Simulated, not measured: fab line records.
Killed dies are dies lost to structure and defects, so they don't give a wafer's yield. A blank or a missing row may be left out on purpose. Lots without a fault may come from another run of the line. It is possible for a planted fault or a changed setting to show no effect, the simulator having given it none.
Chamber matching    flow n5_finfet    N5_DUMMY_GATE_DESCUM_20 on rie_diel-03 has 4 sister chambers
The step chemistry O2, time 6.2 s. 4 wafers are shown with their chamber, then 11 later ones without.

== WAFERS PAIRED WITH THEIR CHAMBERS ==
wafer   chamber  drypump_motor_current_A (A)
L083.4  1        5.6
L085.1  2        5.0
L085.6  3        6.2
L091.2  0        5.0

== WAFERS WITH NO CHAMBER GIVEN ==
wafer   drypump_motor_current_A (A)
L091.3  5.6
L091.4  6.2
L092.2  5.1
L092.4  5.0
L092.6  5.6
L094.2  6.2
L094.3  5.1
L094.5  5.6
L095.1  5.6
L095.2  5.1
L095.4  6.2

== THE CHAMBER EACH PASSED THROUGH ==
wafer   from the rows above      in truth
L091.3  1                        1
L091.4  3                        3
L092.2  can't be placed: 0 or 2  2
L092.4  can't be placed: 0 or 2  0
L092.6  1                        1
L094.2  3                        3
L094.3  can't be placed: 0 or 2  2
L094.5  1                        1
L095.1  1                        1
L095.2  can't be placed: 0 or 2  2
L095.4  3                        3
7 of 11 placed correctly. Cannot be placed on the basis of these rows: 4; the candidates contain the true chamber in 4. Placed wrongly: 0.
How it was worked out, from the rows above alone: a wafer's distance from a chamber is the root of the sum, over the readings, of the square of ((its reading less the chamber's mean) divided by the reading's scatter). If the next closest chamber is less than 2 further off than the closest, the wafer can't be placed; otherwise it belongs to the closest. Each chamber's mean is taken over the wafers shown for it. The scatter: with one shown wafer a chamber, the root of the mean of the squares of how far each hidden wafer lies from its nearest shown one.
